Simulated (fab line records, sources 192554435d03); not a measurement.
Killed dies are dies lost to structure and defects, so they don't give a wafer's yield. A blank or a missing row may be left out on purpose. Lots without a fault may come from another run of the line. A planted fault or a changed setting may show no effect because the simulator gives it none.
Split-lot experiment | flow n5_finfet | 7 lots, 30 wafers read, on a route of 1938 steps

THE SPLIT
At N5_BEOL_M6_TRENCH_ETCH_37 (etches SiCOH lowk in C4F6/O2, target depth 94.435 nm, time 31.5 s), the setting time_s was moved away from the recipe's 31.5 s on 12 of the 30 wafers read, by -54.2% to +45.7%. The other wafers ran this setting at the recipe's value.

FROM THE SPLIT TO THE READING: what the file shows between them, 11 steps
- N5_BEOL_M6_ETCH_41: etches SiCN in CH3F/O2, target depth 29.7 nm, time 52 s
- N5_BEOL_M6_STRIP_80: strips in N2/H2, time 10 s
- N5_BEOL_M6_OCD_MEAS_38
- N5_BEOL_M6_HM_STRIP_39: strips TiN in peroxide tin strip, target depth 25 nm, time 158 s
- N5_BEOL_M6_SRD_40: time 30 s
- N5_BEOL_M6_ECD_50: material Cu, target thk 300 nm
- N5_BEOL_M6_ANNEAL_51: time 90 s
- N5_BEOL_M6_CMP_52: polishes, stops on SiCOH lowk, t overpolish 6.9 s, target thk 80 nm
- N5_BEOL_M6_THK_MEAS_53: measures by xrf
- N5_BEOL_M6_PRE_CLEAN_55: time 15 s
- N5_BEOL_M6_DEP_56: deposits SiCN from 3MS/NH3, target thk 10 nm, time 17.5 s

THE READING
M6_RS, in ohm/sq, at N5_BEOL_M6_RS_MEAS_57 (measures by four-point-probe). Fault-free wafers of this fab line usually give 0.285 ohm/sq, standard deviation 0.012 ohm/sq.

wafer  | tool, chamber at the split | time_s as run, s | against the recipe | M6_RS, ohm/sq | against lot-mates on the recipe
L078.1 | rie_diel-01, 0             | 38.22            | +21.3%             | 0.214         | -0.081
L078.2 | rie_diel-01, 3             | 38.22            | +21.3%             | 0.220         | -0.075
L078.3 | rie_diel-01, 1             | 38.22            | +21.3%             | 0.212         | -0.083
L078.4 | rie_diel-01, 2             | 31.5             | recipe             | 0.303         | -
L078.5 | rie_diel-01, 2             | 31.5             | recipe             | 0.304         | -
L078.6 | rie_diel-01, 3             | 31.5             | recipe             | 0.279         | -
L077.2 | rie_diel-02, 2             | 20.59            | -34.6%             | 0.557         | +0.267
L077.4 | rie_diel-02, 1             | 31.5             | recipe             | 0.290         | -
L077.6 | rie_diel-02, 3             | 20.59            | -34.6%             | 0.551         | +0.261
L085.1 | rie_diel-01, 2             | 14.44            | -54.2%             | 1.316         | +1.033
L085.2 | rie_diel-01, 3             | 31.5             | recipe             | 0.290         | -
L085.3 | rie_diel-01, 0             | 14.44            | -54.2%             | 0.985         | +0.702
L085.4 | rie_diel-01, 1             | 31.5             | recipe             | 0.272         | -
L085.5 | rie_diel-01, 3             | 31.5             | recipe             | 0.287         | -
L085.6 | rie_diel-01, 2             | 14.44            | -54.2%             | 1.270         | +0.987
L084.2 | rie_diel-06, 3             | 20.59            | -34.6%             | 0.551         | +0.281
L084.3 | rie_diel-06, 1             | 31.5             | recipe             | 0.270         | -
L084.6 | rie_diel-06, 3             | 20.59            | -34.6%             | 0.550         | +0.280
L088.1 | rie_diel-02, 2             | 31.5             | recipe             | 0.290         | -
L088.2 | rie_diel-02, 0             | 31.5             | recipe             | 0.264         | -
L088.3 | rie_diel-02, 1             | 31.5             | recipe             | 0.294         | -
L088.4 | rie_diel-02, 3             | 31.5             | recipe             | 0.296         | -
L088.5 | rie_diel-02, 2             | 31.5             | recipe             | 0.294         | -
L088.6 | rie_diel-02, 1             | 31.5             | recipe             | 0.294         | -
L089.1 | rie_diel-06, 2             | 45.88            | +45.7%             | 0.180         | -0.126
L089.4 | rie_diel-06, 0             | 31.5             | recipe             | 0.306         | -
L089.6 | rie_diel-06, 1             | 45.88            | +45.7%             | 0.171         | -0.135
L090.2 | rie_diel-02, 0             | 31.5             | recipe             | 0.275         | -
L090.4 | rie_diel-02, 1             | 31.5             | recipe             | 0.289         | -
L090.6 | rie_diel-02, 2             | 31.5             | recipe             | 0.275         | -

THE FIT
A straight line over all 30 wafers: M6_RS changes by -0.00988 ohm/sq for each +1% of time_s; r = -0.85; the points scatter about the line by 0.15 ohm/sq.
The same after taking each lot's own level away (the mean of its wafers on the recipe; 30 wafers): -0.0101 ohm/sq for each +1%; r = -0.86; scatter 0.15 ohm/sq.
On that fit, the largest move of time_s shifts the reading by 0.55 ohm/sq.
The lots' own levels span 0.2700 to 0.3060 ohm/sq, that is 3.0 times the standard deviation above.
So the lot-to-lot level changes the slope little: the two slopes agree.
Check: with one of the wafers moved furthest among these (-54.2%) left out of the fit, the line predicts +0.524 ohm/sq for it against its lot-mates. It came out at +1.03 ohm/sq against them.

THE WHOLE CHAIN: every reading that the file lists as answering this split, in the file's order
step                      | what it does                                                        | reading                                                                          | change (the file's fit)                | r (the file's)
N5_BEOL_M6_TRENCH_ETCH_37 | etches SiCOH lowk in C4F6/O2, target depth 94.435 nm, time 31.5 s   | BEOL_M6.feature_depth_nm (the simulator's own value, which no gauge read)        | +1 nm for each +1% of the setting      | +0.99
N5_BEOL_M6_TRENCH_ETCH_37 | etches SiCOH lowk in C4F6/O2, target depth 94.435 nm, time 31.5 s   | etch.depth_nm (the simulator's own value, which no gauge read)                   | +1 nm for each +1% of the setting      | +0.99
N5_BEOL_M6_TRENCH_ETCH_37 | etches SiCOH lowk in C4F6/O2, target depth 94.435 nm, time 31.5 s   | TiN_of_BEOL_M6_HM_DEP_02.thk_nm (the simulator's own value, which no gauge read) | -0.0297 nm for each +1% of the setting | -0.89
N5_BEOL_M6_OCD_MEAS_38    |                                                                     | trench_depth_nm                                                                  | +1.02 nm for each +1% of the setting   | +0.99
N5_BEOL_M6_CMP_52         | polishes, stops on SiCOH lowk, t overpolish 6.9 s, target thk 80 nm | Cu_of_BEOL_M6_ECD_50.thk_nm (the simulator's own value, which no gauge read)     | +0.994 nm for each +1% of the setting  | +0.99
N5_BEOL_M6_THK_MEAS_53    | measures by xrf                                                     | M6_THK                                                                           | +1.01 for each +1% of the setting      | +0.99
N5_BEOL_M6_RS_MEAS_57     | measures by four-point-probe                                        | M6_RS                                                                            | -0.0115 for each +1% of the setting    | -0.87

THE FILE'S OWN FIT
M6_RS changes by -0.0115 ohm/sq for each +1% of time_s, r = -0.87.
